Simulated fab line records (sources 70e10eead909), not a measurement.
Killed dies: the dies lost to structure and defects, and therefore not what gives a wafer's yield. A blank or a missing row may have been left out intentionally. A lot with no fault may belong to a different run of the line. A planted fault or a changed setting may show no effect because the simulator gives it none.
Which tool did it?	flow nand_harc	33 wafers from 11 lots sampled at 3 of the route's 1159 steps

## WHAT THE GAUGES SHOWED, per wafer
NHARC_P_ZERO_WELL_INSPECT_43.
lot	measured	on	raw_defect_count
L130	day 1 19:46	defect_inspect-02	14 22 17
L131	day 2 01:43	defect_inspect-02	12 18 15
L133	day 2 13:37	defect_inspect-01	6 14 8
L135	day 3 01:43	defect_inspect-01	7 15 11
L138	day 3 19:46	defect_inspect-02	13 5 16
L139	day 4 02:17	defect_inspect-01	20 13 16
L142	day 4 19:21	defect_inspect-01	15 17 27
L143	day 5 01:43	defect_inspect-01	9 4 10
L148	day 6 07:22	defect_inspect-02	320 318 308
L151	day 7 01:38	defect_inspect-01	291 291 282
L152	day 7 07:38	defect_inspect-02	278 270 271

## WHICH TOOL RAN EACH LOT (tool, then ch and the chambers of the sampled wafers, then the start)
lot	NHARC_P_ZERO_WELL_ETCH_63	NHARC_P_ZERO_WELL_PRECLEAN_68
L130	rie_si-05 ch 2,3, day 1 13:41	wet_bench-04 ch 4,5,7, day 1 18:41
L131	rie_si-05 ch 0,1,3, day 1 19:40	wet_bench-07 ch 0,2,7, day 2 00:38
L133	rie_si-05 ch 0,1, day 2 07:43	wet_bench-07 ch 1,2,5, day 2 12:32
L135	rie_si-02 ch 0,2,3, day 2 19:41	wet_bench-05 ch 2,6,7, day 3 00:40
L138	rie_si-02 ch 0,1,2, day 3 13:48	wet_bench-04 ch 1,5,6, day 3 18:43
L139	rie_si-04 ch 1,2, day 3 20:20	wet_bench-05 ch 0,1,2, day 4 01:13
L142	rie_si-04 ch 0,3, day 4 13:32	wet_bench-07 ch 0,4,7, day 4 18:16
L143	rie_si-05 ch 0,1,3, day 4 19:51	wet_bench-04 ch 0,3,7, day 5 00:38
L148	rie_si-05 ch 0,1,2, day 6 01:32	wet_bench-04 ch 1,3,4, day 6 06:19
L151	rie_si-05 ch 1,2,3, day 6 19:37	wet_bench-04 ch 0,1,2, day 7 00:35
L152	rie_si-02 ch 0,1,2, day 7 01:45	wet_bench-04 ch 0,6,7, day 7 06:35
- NHARC_P_ZERO_WELL_ETCH_63: etches the open film in HBr/Cl2, target depth 120 nm, time 40.1 s.
- NHARC_P_ZERO_WELL_PRECLEAN_68: cleans in SC1, time 60 s.

## THE ANSWER, worked out from the rows above alone
Rule: what is usual is taken from the lots themselves. Put in order of their means at a reading, lots are off if they are a third of the lots or fewer, leave a main group of 4 or more, and stand apart from it by a gap of 3 or more times the standard deviation of the main group's means; of several such gaps the widest counts. The tables above print the reading to a certain number of digits; a main group whose means all agree to those digits is not used. A lot without any number at a reading at which 4 lots or more have one is off too. Any other lot the step has rows for is counted as sound.
Off: L148, L151, L152 (NHARC_P_ZERO_WELL_INSPECT_43, raw_defect_count). For the main group the mean is 14 and the standard deviation 4.
A tool fits if, at a process step before that reading, it ran every lot that is off, and no sound lot after the first of them. Gauges at NHARC_P_ZERO_WELL_INSPECT_43: tried the same way as those tools. One fits: NHARC_P_ZERO_WELL_PRECLEAN_68 on wet_bench-04. A fault onset in the window from L143 (day 5 00:38, its last sound lot) to L148 (day 6 06:19, its first lot off) fits.

## WHAT THE SIMULATOR PUT IN
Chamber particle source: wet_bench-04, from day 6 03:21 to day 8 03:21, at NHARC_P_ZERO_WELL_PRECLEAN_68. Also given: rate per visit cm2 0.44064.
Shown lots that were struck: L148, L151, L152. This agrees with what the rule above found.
